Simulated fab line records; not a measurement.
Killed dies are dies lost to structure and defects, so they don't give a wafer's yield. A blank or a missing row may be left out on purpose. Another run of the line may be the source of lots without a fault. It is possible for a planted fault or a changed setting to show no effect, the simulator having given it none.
Commonality check across tools    flow nand harc    Lots sampled 11, wafers sampled 33

== WHY IT WAS OPENED ==
Flagged at NHARC_END_SORT_01: reading killed at periphery, on 1 of 11 lots. Fault-free wafers read 3.0, with a standard deviation of 2.4.
Rule: a lot is flagged in two cases, either no wafer of it has a number, or all its wafers with numbers fall more than 4 standard deviations from that mean. The rest of the lots are taken to be sound.

lot   measured      on         killed at periphery, wafer by wafer  flag
L100  day 20 02:20  prober-01  4 4 1                                
L102  day 20 08:45  prober-02  0 2 4                                
L106  day 21 01:12  prober-02  2 1 4                                
L108  day 21 18:46  prober-02  639 646 638                          FLAGGED
L117  day 23 07:17  prober-01  4 7 10                               
L116  day 23 19:41  prober-02  3 3 0                                
L118  day 24 03:31  prober-01  2 1 1                                
L120  day 24 11:31  prober-01  5 8 3                                
L122  day 24 11:31  prober-02  1 4 1                                
L119  day 25 00:32  prober-02  5 2 2                                
L121  day 25 01:19  prober-01  3 0 0                                
The numbers of the flagged lots are 641.0 on average: +638.0 against the usual, or +99 or more standard deviations.

== LOT BY LOT: THE TOOL USED ==
Before the reading, the record contains 4 process steps out of a 1159-step route. Read each cell as the tool, then ch plus the chambers that the sampled wafers visited, then the start.
lot   flag     NHARC_P_GATE_DESCUM_31              NHARC_P_GATE_HM_OPEN_105                       NHARC_P_GATE_EXPOSE_43             NHARC_P_GATE_DESCUM_48
L100           rie diel-02 ch 1,3, day 4 21:41     rie diel-02 ch 0,2, day 5 09:56 or earlier     krf scanner-03 ch 0, day 5 09:56   rie diel-05 ch 2,3, day 5 10:14
L102           rie diel-13 ch 1,3, day 5 13:17     rie diel-13 ch 1,2,3, day 6 01:03 or earlier   krf scanner-04 ch 0, day 6 01:03   rie diel-05 ch 0,2,3, day 6 01:23
L106           rie diel-02 ch 1,2,3, day 6 06:52   rie diel-02 ch 1,2,3, day 6 18:38 or earlier   krf scanner-01 ch 0, day 6 18:38   rie diel-05 ch 2,3, day 6 18:57
L108  FLAGGED  rie diel-02 ch 0,1,2, day 6 21:01   rie diel-02 ch 2,3, day 7 08:52 or earlier     krf scanner-04 ch 0, day 7 08:52   rie diel-05 ch 2,3, day 7 09:12
L117           rie diel-02 ch 0,3, day 8 22:10     rie diel-02 ch 0,1,3, day 9 10:19 or earlier   krf scanner-03 ch 0, day 9 10:19   rie diel-05 ch 0,1,2, day 9 10:39
L116           rie diel-05 ch 0,1, day 8 22:38     rie diel-05 ch 0,1,3, day 9 10:29 or earlier   krf scanner-01 ch 0, day 9 10:29   rie diel-05 ch 0,1,2, day 9 10:49
L118           rie diel-05 ch 1,2,3, day 9 10:03   rie diel-05 ch 1,2,3, day 9 21:43 or earlier   krf scanner-04 ch 0, day 9 21:43   rie diel-05 ch 1,2,3, day 9 22:02
L120           rie diel-13 ch 0,1,2, day 10 02:12  rie diel-13 ch 0,1,3, day 10 14:08 or earlier  krf scanner-01 ch 0, day 10 14:08  rie diel-05 ch 0,1,3, day 10 14:28
L122           rie diel-02 ch 0,2, day 10 02:20    rie diel-02 ch 2,3, day 10 13:58 or earlier    krf scanner-04 ch 0, day 10 13:58  rie diel-05 ch 1,2,3, day 10 14:18
L119           rie diel-02 ch 0,2, day 9 16:17     rie diel-02 ch 0,1, day 10 06:19 or earlier    krf scanner-03 ch 0, day 10 06:19  rie diel-05 ch 2,3, day 10 06:38
L121           rie diel-05 ch 0,1, day 10 02:42    rie diel-05 ch 0,1,3, day 10 14:27 or earlier  krf scanner-04 ch 0, day 10 14:27  rie diel-13 ch 0,1, day 10 14:47
What these steps do:
- NHARC_P_GATE_DESCUM_31: chemistry O2, time 3 s.
- NHARC_P_GATE_HM_OPEN_105: chemistry O2/COS, target depth 360 nm.
- NHARC_P_GATE_EXPOSE_43: exposes mask P NSD, target cd 720 nm.
- NHARC_P_GATE_DESCUM_48: chemistry O2, time 3 s.
- NHARC_END_SORT_01

== FLAGGED AGAINST TOTAL, ONE TOOL AT A TIME (gauges that did the reading follow at the end) ==
step                      tool            lots run  flagged  share of the flagged lots  sound lots run after its first flagged lot
NHARC_P_GATE_DESCUM_31    rie diel-02     6         1        all                        3 (L117,L119,L122)
NHARC_P_GATE_DESCUM_31    rie diel-05     3         0        none                       -
NHARC_P_GATE_DESCUM_31    rie diel-13     2         0        none                       -
NHARC_P_GATE_HM_OPEN_105  rie diel-02     6         1        all                        3 (L117,L119,L122)
NHARC_P_GATE_HM_OPEN_105  rie diel-05     3         0        none                       -
NHARC_P_GATE_HM_OPEN_105  rie diel-13     2         0        none                       -
NHARC_P_GATE_EXPOSE_43    krf scanner-01  3         0        none                       -
NHARC_P_GATE_EXPOSE_43    krf scanner-03  3         0        none                       -
NHARC_P_GATE_EXPOSE_43    krf scanner-04  5         1        all                        3 (L118,L122,L121)
NHARC_P_GATE_DESCUM_48    rie diel-05     10        1        all                        6 (L117,L116,L118,L119,L122,L120)
NHARC_P_GATE_DESCUM_48    rie diel-13     1         0        none                       -
NHARC_END_SORT_01         prober-01       5         0        none                       -
NHARC_END_SORT_01         prober-02       6         1        all                        3 (L116,L122,L119)
NHARC_P_GATE_HM_OPEN_105: start missing for some lots; hours and lot order therefore follow NHARC_P_GATE_EXPOSE_43.

== WHAT IS ALLOWED BY THE TABLE ==
5 rows of the table ran every flagged lot: rie diel-02 at NHARC_P_GATE_DESCUM_31, rie diel-02 at NHARC_P_GATE_HM_OPEN_105, krf scanner-04 at NHARC_P_GATE_EXPOSE_43, rie diel-05 at NHARC_P_GATE_DESCUM_48, prober-02 at NHARC_END_SORT_01.
- rie diel-02 at NHARC_P_GATE_DESCUM_31: 1 of its 6 lots flagged. Sound lots followed the first flagged one (L117, L119, L122) on it, something a lasting fault affecting the whole tool could not allow.
- rie diel-02 at NHARC_P_GATE_HM_OPEN_105: 1 of its 6 lots flagged. Sound lots followed the first flagged one (L117, L119, L122) on it, something a lasting fault affecting the whole tool could not allow.
- krf scanner-04 at NHARC_P_GATE_EXPOSE_43: 1 of its 5 lots flagged. Sound lots followed the first flagged one (L118, L122, L121) on it, something a lasting fault affecting the whole tool could not allow.
- rie diel-05 at NHARC_P_GATE_DESCUM_48: 1 of its 10 lots flagged. Sound lots followed the first flagged one (L117, L116, L118, L119, L122, L120) on it, something a lasting fault affecting the whole tool could not allow.
- prober-02 at NHARC_END_SORT_01: 1 of its 6 lots flagged. Sound lots followed the first flagged one (L116, L122, L119) on it, something a lasting fault affecting the whole tool could not allow.
No row of the table ran every flagged lot and no sound lot after the first.

== WHAT THE SIMULATOR HAD PUT IN ==
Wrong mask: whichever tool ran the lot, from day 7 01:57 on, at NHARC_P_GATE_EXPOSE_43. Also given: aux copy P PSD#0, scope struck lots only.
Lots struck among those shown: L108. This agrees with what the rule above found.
